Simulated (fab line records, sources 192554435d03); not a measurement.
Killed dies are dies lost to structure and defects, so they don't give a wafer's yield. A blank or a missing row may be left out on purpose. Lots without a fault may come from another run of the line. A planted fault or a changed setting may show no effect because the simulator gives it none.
Chamber matching | flow n5_finfet | N5_BEOL_M8_CURE_74 on uv_cure-02: 3 sister chambers
The step cures SiCOH lowk, time 240 s. 14 wafers are shown with their chamber, then 6 later ones without.

WAFERS WITH THEIR CHAMBER
wafer  | chamber | wafer_temp_C_max | lamp_power_pct (%)
L251.1 | 2       | 387.4            | 52.38
L251.3 | 2       | 386.9            | 52.26
L251.4 | 2       | 387.5            | 52.27
L256.2 | 0       | 387.3            | 52.35
L256.4 | 0       | 387.2            | 52.31
L256.5 | 0       | 387.7            | 52.35
L257.1 | 0       | 387.1            | 52.25
L257.4 | 0       | 387.0            | 52.24
L257.5 | 0       | 387.3            | 52.23
L259.1 | 1       | 387.0            | 52.28
L259.5 | 1       | 387.0            | 52.32
L259.6 | 1       | 388.5            | 52.26
L258.1 | 0       | 386.9            | 52.34
L258.3 | 0       | 387.4            | 52.39

SIGNATURES (means of the wafers above)
reading          | chamber 0 | chamber 1 | chamber 2 | scatter within a chamber
wafer_temp_C_max | 387.238   | 387.500   | 387.267   | 0.442
lamp_power_pct   | 52.3075   | 52.2867   | 52.3033   | 0.0573
Rule: a wafer's distance from a chamber is the root of the sum, over the readings, of the square of ((its reading less the chamber's mean) divided by the reading's scatter). The wafer belongs to the nearest chamber; if the next one is less than 2 further off, it can't be placed. The scatter: the root of (the sum of the squares of (reading less its chamber's mean) over the shown wafers, divided by (wafers less chambers)).

WAFERS WITHOUT THEIR CHAMBER
wafer  | wafer_temp_C_max | lamp_power_pct (%)
L258.5 | 386.8            | 52.28
L261.5 | 387.0            | 52.35
L261.6 | 387.3            | 52.29
L267.3 | 387.5            | 52.34
L267.4 | 386.4            | 52.36
L267.6 | 386.7            | 52.34

WHICH CHAMBER EACH WENT THROUGH
wafer  | from the rows above          | in truth
L258.5 | can't be placed: 0 or 2 or 1 | 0
L261.5 | can't be placed: 0 or 2 or 1 | 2
L261.6 | can't be placed: 2 or 0 or 1 | 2
L267.3 | can't be placed: 0 or 2 or 1 | 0
L267.4 | can't be placed: 0 or 2 or 1 | 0
L267.6 | can't be placed: 0 or 2 or 1 | 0
Placed correctly: 0 of 6. Can't be placed from these rows: 6 (the true chamber is among the candidates in 6). Placed wrongly: 0.
